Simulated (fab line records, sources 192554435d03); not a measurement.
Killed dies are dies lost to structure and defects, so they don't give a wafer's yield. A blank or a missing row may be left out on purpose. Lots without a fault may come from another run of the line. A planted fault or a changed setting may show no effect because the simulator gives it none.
One fault seen from 3 desks | flow n5_finfet | each desk has only its own numbers; what lay behind them comes last

THE METROLOGY DESK
What the gauges read, lot by lot, whatever tool the lot ran on: means of the sampled wafers that have a number. A lot is out of limits, marked OUT, if its mean lies more than 4 standard deviations from the usual mean; the brackets give that distance.
Columns: A = cd_nm at N5_BEOL_M10_CD_MEAS_28, usual 69.5 nm; B = V9_OVL at N5_BEOL_M10_OVL_MEAS_29, usual -0.5 nm
lot  | first seen here | A    | B
L807 | day 10 21:14    | 70.1 | -0.4
L808 | day 11 03:44    | 69.3 | -0.3
L815 | day 12 23:47    | 68.5 | -0.1
L818 | day 13 20:33    | 69.0 | -0.7
L816 | day 13 20:59    | 69.2 | -1.4
L829 | day 16 07:16    | 67.8 | -0.9
L828 | day 16 13:14    | 68.7 | 0.0
This desk's finding: nothing out of limits on any of the 7 lots.

THE TOOL OWNER'S DESK: rie_diel-05
The tool's own readings at N5_BEOL_M10_VIA_ETCH_34 (etches SiCOH lowk in C4F6/O2, target depth 184.5 nm, time 69.2 s): means of the sampled wafers that have a number, for each lot that ran on this tool. A lot is out of limits, marked OUT, if its mean lies more than 4 standard deviations from the usual mean; the brackets give that distance. Of its 8 readings 7 are shown: those that lie furthest out on some lot.
Columns: A = chamber_pressure_mTorr at N5_BEOL_M10_VIA_ETCH_34, usual 29.999 mTorr; B = drypump_motor_current_A at N5_BEOL_M10_VIA_ETCH_34, usual 5.7 A; C = oes_f_703_au at N5_BEOL_M10_VIA_ETCH_34, usual 0.83 a.u.; D = oes_product_au at N5_BEOL_M10_VIA_ETCH_34, usual 0.83 a.u.; E = rf_vpp_V at N5_BEOL_M10_VIA_ETCH_34, usual 668 V; F = showerhead_plenum_p_Torr at N5_BEOL_M10_VIA_ETCH_34, usual 2.86 Torr; G = throttle_valve_pct at N5_BEOL_M10_VIA_ETCH_34, usual 20.86 %
lot  | first seen here | A      | B   | C    | D    | E   | F    | G
L808 | day 11 04:26    | 29.993 | 5.8 | 0.83 | 0.83 | 670 | 2.79 | 20.82
L815 | day 13 00:53    | 30.017 | 6.0 | 0.82 | 0.80 | 663 | 2.84 | 20.79
L818 | day 13 20:50    | 30.036 | 6.0 | 0.86 | 0.81 | 665 | 2.82 | 20.88
L816 | day 13 21:19    | 29.992 | 5.7 | 0.75 | 0.69 | 650 | 2.87 | 20.64
L828 | day 16 13:32    | 29.975 | 6.0 | 0.81 | 0.81 | 671 | 2.78 | 20.95
This desk's finding: nothing out of limits on any of the 5 lots.

THE DEFECT DESK
What the inspections along the route counted, lot by lot: means of the sampled wafers that have a number. A lot is out of limits, marked OUT, if its mean lies more than 4 standard deviations from the usual mean; the brackets give that distance.
Columns: A = raw_defect_count at N5_BEOL_M10_INSPECT_30, usual 414
lot  | first seen here | A
L807 | day 10 21:17    | 335
L808 | day 11 03:47    | 377
L815 | day 12 23:50    | 434
L818 | day 13 20:36    | 280
L816 | day 13 21:02    | 366
L829 | day 16 07:19    | 440
L828 | day 16 13:17    | 291
This desk's finding: nothing out of limits on any of the 7 lots.

PUT TOGETHER
The metrology desk saw nothing out of limits.
The tool owner's desk saw nothing out of limits.
The defect desk saw nothing out of limits.

WHAT THE SIMULATOR HAD PUT IN
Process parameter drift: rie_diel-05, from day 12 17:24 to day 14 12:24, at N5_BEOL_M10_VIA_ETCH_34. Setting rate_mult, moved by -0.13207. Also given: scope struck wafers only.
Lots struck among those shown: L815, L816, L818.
